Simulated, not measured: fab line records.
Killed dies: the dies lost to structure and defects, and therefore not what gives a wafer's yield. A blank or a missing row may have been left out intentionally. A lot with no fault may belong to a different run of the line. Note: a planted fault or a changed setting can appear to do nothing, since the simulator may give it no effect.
Chamber matching ; flow nand-harc ; pecvd-01 running NHARC_P_M2_DEP_33: 3 sister chambers
The step deposits SiCN, target thk 30 nm. 14 wafers are shown with their chamber, then 7 later ones without.

EACH WAFER AND ITS CHAMBER
wafer;chamber;showerhead-vpp-V (V);heater-power-w (W)
L077.3;1;1319;635
L077.5;2;1321;516
L077.6;0;1235;555
L078.3;2;1348;515
L078.4;0;1230;472
L078.5;1;1301;629
L081.1;0;1253;578
L081.3;0;1232;540
L081.5;0;1239;548
L084.2;1;1316;558
L084.4;1;1315;565
L084.6;2;1338;515
L085.2;0;1243;536
L085.5;2;1361;594

SIGNATURES (means of the wafers above)
reading;chamber 0;chamber 1;chamber 2;scatter within a chamber
showerhead-vpp-V;1238.67;1312.75;1342.00;11.3
heater-power-w;538.17;596.75;535.00;38.1
Rule: distance of a wafer from a chamber = root of the sum over the readings of ((wafer's reading minus chamber's mean) / reading's scatter) squared. The wafer belongs to the nearest chamber; if the next one is less than 2 further off, it can't be placed. The scatter: take each reading less its chamber's mean, square it, sum over the shown wafers, divide by the number of wafers less the number of chambers, and take the root.

WAFERS WHOSE CHAMBER IS MISSING
wafer;showerhead-vpp-V (V);heater-power-w (W)
L085.6;1335;525
L086.1;1311;573
L086.2;1249;489
L086.4;1303;576
L096.2;1244;545
L096.5;1334;631
L096.6;1353;625

CHAMBER TAKEN BY EACH
wafer;from the rows above;in truth
L085.6;2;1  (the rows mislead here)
L086.1;1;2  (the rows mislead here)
L086.2;0;0
L086.4;1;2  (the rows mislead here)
L096.2;0;0
L096.5;can't be placed: 1 or 2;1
L096.6;can't be placed: 2 or 1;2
2 of 7 placed correctly. Unplaceable from these rows: 2, with the true chamber sitting among the candidates in 2. Placed wrongly: 3.
